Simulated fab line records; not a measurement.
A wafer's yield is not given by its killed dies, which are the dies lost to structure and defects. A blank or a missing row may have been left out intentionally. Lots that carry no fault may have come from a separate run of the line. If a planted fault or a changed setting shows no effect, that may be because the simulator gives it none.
What tool caused it? / flow nand harc / 11 lots with 33 wafers sampled at 5 steps, on a route of 1302 steps

== WHAT EACH GAUGE READ, for each wafer ==
NHARC_END_SORT_01. Usual: killed at array 52, standard deviation 16; killed at other 0.8, standard deviation 1.1; killed at periphery 4.2, standard deviation 2.5; killed dies 57, standard deviation 16; killed open 3.4, standard deviation 2; killed short 2.6, standard deviation 1.6.
lot=L468; measured=day 30 12:15; on=prober-02; killed at array=671 671 672; killed at other=0 0 1; killed at periphery=6 6 4; killed dies=677 677 677; killed open=4 2 3; killed short=5 4 5; flag=OFF
lot=L467; measured=day 30 13:50; on=prober-01; killed at array=673 675 675; killed at other=2 0 0; killed at periphery=2 2 2; killed dies=677 677 677; killed open=1 1 4; killed short=3 5 0; flag=OFF
lot=L470; measured=day 31 22:51; on=prober-02; killed at array=670 669 673; killed at other=2 0 1; killed at periphery=5 8 3; killed dies=677 677 677; killed open=8 6 4; killed short=3 4 4; flag=OFF

== WHICH TOOL RAN EACH LOT (tool, then ch and the chambers of the sampled wafers, then the start) ==
lot=L454; NHARC_A_CONTACT_DESCUM_47=rie diel-04 ch 0,2,3, day 22 04:13; NHARC_A_CONTACT_ETCH_49=rie diel-04 ch 0,1,2, day 22 07:48 or earlier; NHARC_A_CONTACT_ETCH_121=har cap etch-02 ch 0,1, day 22 07:48; NHARC_A_CONTACT_ETCH_90=rie diel-04 ch 0,1,2, day 22 09:08
lot=L456; NHARC_A_CONTACT_DESCUM_47=rie diel-13 ch 0,1,2, day 22 09:00; NHARC_A_CONTACT_ETCH_49=rie diel-13 ch 2,3, day 22 12:40 or earlier; NHARC_A_CONTACT_ETCH_121=har cap etch-01 ch 0,1, day 22 12:40; NHARC_A_CONTACT_ETCH_90=rie diel-12 ch 0,2, day 22 13:59
lot=L463; NHARC_A_CONTACT_DESCUM_47=rie diel-04 ch 0,1, day 25 19:32; NHARC_A_CONTACT_ETCH_49=rie diel-04 ch 1,3, day 25 23:06 or earlier; NHARC_A_CONTACT_ETCH_121=har cap etch-02 ch 0, day 25 23:06; NHARC_A_CONTACT_ETCH_90=rie diel-04 ch 1,2, day 26 00:24
lot=L465; NHARC_A_CONTACT_DESCUM_47=rie diel-04 ch 0,3, day 26 17:20; NHARC_A_CONTACT_ETCH_49=rie diel-04 ch 0,2, day 26 20:53 or earlier; NHARC_A_CONTACT_ETCH_121=har cap etch-02 ch 0,1, day 26 20:53; NHARC_A_CONTACT_ETCH_90=rie diel-13 ch 0,2,3, day 26 22:14
lot=L466; NHARC_A_CONTACT_DESCUM_47=rie diel-04 ch 0,2,3, day 26 19:13; NHARC_A_CONTACT_ETCH_49=rie diel-04 ch 0,1,3, day 26 22:47 or earlier; NHARC_A_CONTACT_ETCH_121=har cap etch-03 ch 0,1, day 26 22:47; NHARC_A_CONTACT_ETCH_90=rie diel-04 ch 1,2,3, day 27 00:11
lot=L468; NHARC_A_CONTACT_DESCUM_47=rie diel-13 ch 0,1,2, day 27 14:12; NHARC_A_CONTACT_ETCH_49=rie diel-13 ch 1,2,3, day 27 18:12 or earlier; NHARC_A_CONTACT_ETCH_121=har cap etch-01 ch 0,1, day 27 18:12; NHARC_A_CONTACT_ETCH_90=rie diel-04 ch 1,2,3, day 27 19:46
lot=L467; NHARC_A_CONTACT_DESCUM_47=rie diel-12 ch 0,1,2, day 27 16:58; NHARC_A_CONTACT_ETCH_49=rie diel-12 ch 1,2, day 27 20:34 or earlier; NHARC_A_CONTACT_ETCH_121=har cap etch-03 ch 0,1, day 27 20:34; NHARC_A_CONTACT_ETCH_90=rie diel-04 ch 0,1, day 27 21:49
lot=L470; NHARC_A_CONTACT_DESCUM_47=rie diel-04 ch 0,2,3, day 28 17:32; NHARC_A_CONTACT_ETCH_49=rie diel-04 ch 0,2,3, day 28 21:05 or earlier; NHARC_A_CONTACT_ETCH_121=har cap etch-01 ch 0,1, day 28 21:05; NHARC_A_CONTACT_ETCH_90=rie diel-04 ch 0,1,2, day 28 22:24
lot=L474; NHARC_A_CONTACT_DESCUM_47=rie diel-04 ch 2,3, day 29 14:14; NHARC_A_CONTACT_ETCH_49=rie diel-04 ch 0,2, day 29 18:14 or earlier; NHARC_A_CONTACT_ETCH_121=har cap etch-02 ch 0,1, day 29 18:14; NHARC_A_CONTACT_ETCH_90=rie diel-04 ch 0,2,3, day 29 19:34
lot=L475; NHARC_A_CONTACT_DESCUM_47=rie diel-04 ch 0,2,3, day 30 05:58; NHARC_A_CONTACT_ETCH_49=rie diel-04 ch 0,3, day 30 10:00 or earlier; NHARC_A_CONTACT_ETCH_121=har cap etch-02 ch 0,1, day 30 10:00; NHARC_A_CONTACT_ETCH_90=rie diel-13 ch 2,3, day 30 11:19
lot=L476; NHARC_A_CONTACT_DESCUM_47=rie diel-04 ch 1,2,3, day 30 23:49; NHARC_A_CONTACT_ETCH_49=rie diel-04 ch 0,1,2, day 31 03:21 or earlier; NHARC_A_CONTACT_ETCH_121=har cap etch-03 ch 0,1, day 31 03:21; NHARC_A_CONTACT_ETCH_90=rie diel-12 ch 0,2,3, day 31 04:42
- NHARC_A_CONTACT_DESCUM_47: chemistry O2, time 3 s.
- NHARC_A_CONTACT_ETCH_49: etches the open film in N2/H2, target depth 260 nm, time 475.3 s.
- NHARC_A_CONTACT_ETCH_121: etches the open film in C4F8/O2/Ar, time 190 s, target depth 1850 nm.
- NHARC_A_CONTACT_ETCH_90: etches the open film in CH3F/O2, target depth 40 nm, time 85.7 s.

== WHAT THE TOOLS THEMSELVES READ (means of the sampled wafers that have a number; where no wafer has one, the mark that the record gives instead) ==
NHARC_A_CONTACT_DESCUM_47. Usual: drypump motor current A 5.8 A, standard deviation 0.66; oes product au 1.002 a.u., standard deviation 0.0066; rf vpp V 57.6 V, standard deviation 0.89; showerhead plenum p Torr 1.92 Torr, standard deviation 0.093; throttle valve pct 11.311 %, standard deviation 0.0085.
lot=L454; tool=rie diel-04; drypump motor current A (A)=6.3; oes product au (a.u.)=0.998; rf vpp V (V)=57.6; showerhead plenum p Torr (Torr)=1.90; throttle valve pct (%)=11.314; flag=
lot=L456; tool=rie diel-13; drypump motor current A (A)=5.8; oes product au (a.u.)=1.000; rf vpp V (V)=57.8; showerhead plenum p Torr (Torr)=1.83; throttle valve pct (%)=11.311; flag=
lot=L463; tool=rie diel-04; drypump motor current A (A)=5.7; oes product au (a.u.)=1.005; rf vpp V (V)=57.8; showerhead plenum p Torr (Torr)=1.95; throttle valve pct (%)=11.301; flag=
lot=L465; tool=rie diel-04; drypump motor current A (A)=6.6; oes product au (a.u.)=1.003; rf vpp V (V)=57.4; showerhead plenum p Torr (Torr)=2.02; throttle valve pct (%)=11.311; flag=
lot=L466; tool=rie diel-04; drypump motor current A (A)=6.3; oes product au (a.u.)=1.007; rf vpp V (V)=57.9; showerhead plenum p Torr (Torr)=2.00; throttle valve pct (%)=11.308; flag=
lot=L468; tool=rie diel-13; drypump motor current A (A)=5.8; oes product au (a.u.)=1.007; rf vpp V (V)=57.0; showerhead plenum p Torr (Torr)=1.82; throttle valve pct (%)=11.310; flag=
lot=L467; tool=rie diel-12; drypump motor current A (A)=5.4; oes product au (a.u.)=1.000; rf vpp V (V)=58.3; showerhead plenum p Torr (Torr)=1.91; throttle valve pct (%)=11.304; flag=
lot=L470; tool=rie diel-04; drypump motor current A (A)=6.2; oes product au (a.u.)=1.005; rf vpp V (V)=57.8; showerhead plenum p Torr (Torr)=1.99; throttle valve pct (%)=11.306; flag=
lot=L474; tool=rie diel-04; drypump motor current A (A)=5.9; oes product au (a.u.)=1.014; rf vpp V (V)=57.9; showerhead plenum p Torr (Torr)=1.97; throttle valve pct (%)=11.308; flag=
lot=L475; tool=rie diel-04; drypump motor current A (A)=6.3; oes product au (a.u.)=0.999; rf vpp V (V)=58.2; showerhead plenum p Torr (Torr)=1.99; throttle valve pct (%)=11.313; flag=
lot=L476; tool=rie diel-04; drypump motor current A (A)=5.7; oes product au (a.u.)=1.005; rf vpp V (V)=56.8; showerhead plenum p Torr (Torr)=1.93; throttle valve pct (%)=11.313; flag=

NHARC_A_CONTACT_ETCH_49. Usual: value, then standard deviation, for each; bias w 150.0 W / 0.42; chamber pressure mTorr 29.999 mTorr / 0.029; drypump motor current A 5.8 A / 0.67; oes product au 1.002 a.u. / 0.0071; rf vpp V 430.9 V / 2.9; showerhead plenum p Torr 2.05 Torr / 0.1; throttle valve pct 14.171 % / 0.0098.
lot=L454; tool=rie diel-04; bias w (W)=150.6; chamber pressure mTorr (mTorr)=29.999; drypump motor current A (A)=5.9; oes product au (a.u.)=1.005; rf vpp V (V)=429.9; showerhead plenum p Torr (Torr)=2.01; throttle valve pct (%)=14.174; flag=
lot=L456; tool=rie diel-13; bias w (W)=149.6; chamber pressure mTorr (mTorr)=30.010; drypump motor current A (A)=5.5; oes product au (a.u.)=1.006; rf vpp V (V)=429.0; showerhead plenum p Torr (Torr)=1.99; throttle valve pct (%)=14.176; flag=
lot=L463; tool=rie diel-04; bias w (W)=150.1; chamber pressure mTorr (mTorr)=29.985; drypump motor current A (A)=5.9; oes product au (a.u.)=1.009; rf vpp V (V)=430.3; showerhead plenum p Torr (Torr)=2.04; throttle valve pct (%)=14.174; flag=
lot=L465; tool=rie diel-04; bias w (W)=149.8; chamber pressure mTorr (mTorr)=29.999; drypump motor current A (A)=6.4; oes product au (a.u.)=1.003; rf vpp V (V)=434.8; showerhead plenum p Torr (Torr)=2.18; throttle valve pct (%)=14.172; flag=
lot=L466; tool=rie diel-04; bias w (W)=150.1; chamber pressure mTorr (mTorr)=29.996; drypump motor current A (A)=6.1; oes product au (a.u.)=0.998; rf vpp V (V)=431.0; showerhead plenum p Torr (Torr)=2.09; throttle valve pct (%)=14.171; flag=
lot=L468; tool=rie diel-13; bias w (W)=150.0; chamber pressure mTorr (mTorr)=30.004; drypump motor current A (A)=5.3; oes product au (a.u.)=0.996; rf vpp V (V)=429.0; showerhead plenum p Torr (Torr)=2.00; throttle valve pct (%)=14.177; flag=
lot=L467; tool=rie diel-12; bias w (W)=150.3; chamber pressure mTorr (mTorr)=30.023; drypump motor current A (A)=5.3; oes product au (a.u.)=1.002; rf vpp V (V)=428.3; showerhead plenum p Torr (Torr)=1.97; throttle valve pct (%)=14.167; flag=
lot=L470; tool=rie diel-04; bias w (W)=149.8; chamber pressure mTorr (mTorr)=30.012; drypump motor current A (A)=6.3; oes product au (a.u.)=1.008; rf vpp V (V)=432.6; showerhead plenum p Torr (Torr)=2.13; throttle valve pct (%)=14.182; flag=
lot=L474; tool=rie diel-04; bias w (W)=149.9; chamber pressure mTorr (mTorr)=29.989; drypump motor current A (A)=6.4; oes product au (a.u.)=1.009; rf vpp V (V)=433.3; showerhead plenum p Torr (Torr)=2.18; throttle valve pct (%)=14.164; flag=
lot=L475; tool=rie diel-04; bias w (W)=149.7; chamber pressure mTorr (mTorr)=30.024; drypump motor current A (A)=6.6; oes product au (a.u.)=1.012; rf vpp V (V)=433.4; showerhead plenum p Torr (Torr)=2.16; throttle valve pct (%)=14.167; flag=
lot=L476; tool=rie diel-04; bias w (W)=149.6; chamber pressure mTorr (mTorr)=29.979; drypump motor current A (A)=5.9; oes product au (a.u.)=0.994; rf vpp V (V)=432.0; showerhead plenum p Torr (Torr)=2.11; throttle valve pct (%)=14.177; flag=

NHARC_A_CONTACT_ETCH_121. Usual: chamber pressure mTorr 20.000 mTorr, standard deviation 0.018; oes air line au 1.000 a.u., standard deviation 0.02.
lot=L454; tool=har cap etch-02; chamber pressure mTorr (mTorr)=19.990; oes air line au (a.u.)=1.007; flag=
lot=L456; tool=har cap etch-01; chamber pressure mTorr (mTorr)=19.976; oes air line au (a.u.)=0.987; flag=
lot=L463; tool=har cap etch-02; chamber pressure mTorr (mTorr)=19.989; oes air line au (a.u.)=1.004; flag=
lot=L465; tool=har cap etch-02; chamber pressure mTorr (mTorr)=19.999; oes air line au (a.u.)=1.010; flag=
lot=L466; tool=har cap etch-03; chamber pressure mTorr (mTorr)=19.990; oes air line au (a.u.)=0.988; flag=
lot=L468; tool=har cap etch-01; chamber pressure mTorr (mTorr)=19.985; oes air line au (a.u.)=1.009; flag=
lot=L467; tool=har cap etch-03; chamber pressure mTorr (mTorr)=20.001; oes air line au (a.u.)=0.961; flag=
lot=L470; tool=har cap etch-01; chamber pressure mTorr (mTorr)=20.005; oes air line au (a.u.)=0.994; flag=
lot=L474; tool=har cap etch-02; chamber pressure mTorr (mTorr)=20.012; oes air line au (a.u.)=0.990; flag=
lot=L475; tool=har cap etch-02; chamber pressure mTorr (mTorr)=19.980; oes air line au (a.u.)=1.010; flag=
lot=L476; tool=har cap etch-03; chamber pressure mTorr (mTorr)=20.008; oes air line au (a.u.)=0.986; flag=

NHARC_A_CONTACT_ETCH_90. Usual: value, then standard deviation, for each; bias w 99.99 W / 0.29; ch3f flow sccm 49.99 sccm / 0.16; drypump motor current A 5.8 A / 0.66; oes product au 0.96 a.u. / 0.034; rf vpp V 244.7 V / 1.7; showerhead plenum p Torr 2.49 Torr / 0.11; throttle valve pct 20.664 % / 0.0094.
lot=L454; tool=rie diel-04; bias w (W)=99.93; ch3f flow sccm (sccm)=49.91; drypump motor current A (A)=5.9; oes product au (a.u.)=0.93; rf vpp V (V)=243.9; showerhead plenum p Torr (Torr)=2.42; throttle valve pct (%)=20.659; flag=
lot=L456; tool=rie diel-12; bias w (W)=100.00; ch3f flow sccm (sccm)=49.98; drypump motor current A (A)=5.9; oes product au (a.u.)=1.00; rf vpp V (V)=244.4; showerhead plenum p Torr (Torr)=2.44; throttle valve pct (%)=20.666; flag=
lot=L463; tool=rie diel-04; bias w (W)=99.78; ch3f flow sccm (sccm)=50.01; drypump motor current A (A)=5.5; oes product au (a.u.)=0.95; rf vpp V (V)=245.0; showerhead plenum p Torr (Torr)=2.52; throttle valve pct (%)=20.666; flag=
lot=L465; tool=rie diel-13; bias w (W)=100.10; ch3f flow sccm (sccm)=50.04; drypump motor current A (A)=5.8; oes product au (a.u.)=0.93; rf vpp V (V)=243.5; showerhead plenum p Torr (Torr)=2.38; throttle valve pct (%)=20.661; flag=
lot=L466; tool=rie diel-04; bias w (W)=100.07; ch3f flow sccm (sccm)=49.92; drypump motor current A (A)=5.7; oes product au (a.u.)=0.92; rf vpp V (V)=244.3; showerhead plenum p Torr (Torr)=2.49; throttle valve pct (%)=20.669; flag=
lot=L468; tool=rie diel-04; bias w (W)=-; ch3f flow sccm (sccm)=-; drypump motor current A (A)=-; oes product au (a.u.)=-; rf vpp V (V)=-; showerhead plenum p Torr (Torr)=-; throttle valve pct (%)=-; flag=OFF
lot=L467; tool=rie diel-04; bias w (W)=-; ch3f flow sccm (sccm)=-; drypump motor current A (A)=-; oes product au (a.u.)=-; rf vpp V (V)=-; showerhead plenum p Torr (Torr)=-; throttle valve pct (%)=-; flag=OFF
lot=L470; tool=rie diel-04; bias w (W)=-; ch3f flow sccm (sccm)=-; drypump motor current A (A)=-; oes product au (a.u.)=-; rf vpp V (V)=-; showerhead plenum p Torr (Torr)=-; throttle valve pct (%)=-; flag=OFF
lot=L474; tool=rie diel-04; bias w (W)=99.85; ch3f flow sccm (sccm)=50.12; drypump motor current A (A)=6.2; oes product au (a.u.)=0.93; rf vpp V (V)=245.0; showerhead plenum p Torr (Torr)=2.56; throttle valve pct (%)=20.670; flag=
lot=L475; tool=rie diel-13; bias w (W)=100.14; ch3f flow sccm (sccm)=50.01; drypump motor current A (A)=5.5; oes product au (a.u.)=1.00; rf vpp V (V)=243.2; showerhead plenum p Torr (Torr)=2.38; throttle valve pct (%)=20.663; flag=
lot=L476; tool=rie diel-12; bias w (W)=100.04; ch3f flow sccm (sccm)=50.22; drypump motor current A (A)=5.9; oes product au (a.u.)=0.93; rf vpp V (V)=245.1; showerhead plenum p Torr (Torr)=2.50; throttle valve pct (%)=20.662; flag=

== THE ANSWER, worked out from the rows above alone ==
Rule: a lot counts as off when the mean over its wafers that have a number is more than 3 standard deviations away from the usual mean. A lot without any number at a reading at which 4 lots or more have one is off too. All remaining lots with rows at the step are treated as sound. After the gauges, taken in route order, come the tools' own readings; for these a lot's mean is taken, as printed above. The first step at which some lot is off is used, and at that step the reading that is off furthest; a lot without a number counts as furthest.
Off, at NHARC_END_SORT_01 on killed at array: L468, L467, L470. Neither off nor sound, because the step has no rows for them: L454, L456, L463, L465, L466, L474, L475, L476.
If a tool, at a process step before that reading, ran all the lots that are off and no sound lot after the first of them, it fits. The gauges at NHARC_END_SORT_01 aren't tried: what is off there is off at NHARC_A_CONTACT_ETCH_90 too, on other tools, and a gauge's error can't cause that. With no start given for some of its lots, NHARC_A_CONTACT_ETCH_49 uses the hours and lot order of NHARC_A_CONTACT_ETCH_121. One candidate fits, namely rie diel-04 at NHARC_A_CONTACT_ETCH_90. It ran no sound lot before its first lot that is off in this sample, so the start can't be narrowed down.

== WHAT HAD BEEN PUT IN BY THE SIMULATOR ==
Step skipped in full: rie diel-04, at NHARC_A_CONTACT_ETCH_90, from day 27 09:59 onward. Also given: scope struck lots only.
Shown lots that were struck: L468, L467, L470. The rule above reached the same finding.
